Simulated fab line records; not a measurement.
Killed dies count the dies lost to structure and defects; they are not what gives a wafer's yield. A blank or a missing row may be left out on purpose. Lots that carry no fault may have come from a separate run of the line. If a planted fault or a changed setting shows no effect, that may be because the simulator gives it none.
Matching of chambers -- flow nand_harc -- 4 sister chambers for NHARC_P_M1_ETCH_35 on rie_diel-10
The step etches the open film in N2/H2, target depth 40 nm, overetch 12 nm, time 43.94 s. 8 wafers are shown with their chamber, then 9 later ones without.

WAFERS WITH THEIR CHAMBER
wafer,chamber,rf_vpp_V (V),drypump_motor_current_A (A)
L081.4,3,431.0,6.1
L086.5,2,427.8,6.1
L085.1,2,427.0,6.0
L085.2,1,435.3,5.8
L085.3,0,431.8,6.1
L091.3,1,434.6,5.8
L091.4,3,429.6,6.2
L091.5,0,430.6,6.1

WAFERS WITHOUT THEIR CHAMBER
wafer,rf_vpp_V (V),drypump_motor_current_A (A)
L093.1,428.5,6.2
L093.3,432.9,5.7
L093.5,431.2,6.1
L092.3,435.2,5.7
L092.5,427.7,6.1
L092.6,431.1,6.2
L097.1,430.5,6.1
L097.2,435.0,5.8
L097.6,431.6,6.1

THE CHAMBER EACH PASSED THROUGH
wafer,from the rows above,in truth
L093.1,can't be placed: 3 or 2 or 0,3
L093.3,1,1
L093.5,can't be placed: 0 or 3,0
L092.3,1,1
L092.5,2,2
L092.6,can't be placed: 3 or 0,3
L097.1,can't be placed: 0 or 3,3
L097.2,1,1
L097.6,can't be placed: 0 or 3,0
4 of 9 placed correctly. Not placeable from these rows: 5 (in 5, the candidates include the true chamber). 0 placed wrongly.
How it was worked out, from the rows above alone: a wafer's distance from a chamber is the root of the sum, over the readings, of the square of ((its reading less the chamber's mean) divided by the reading's scatter). The wafer belongs to the nearest chamber; if the next one is less than 2 further off, it can't be placed. A chamber's mean is the mean of its shown wafers. The scatter is the square root of a quotient: the sum, over the shown wafers, of each reading's squared deviation from its chamber's mean, divided by wafers minus chambers.
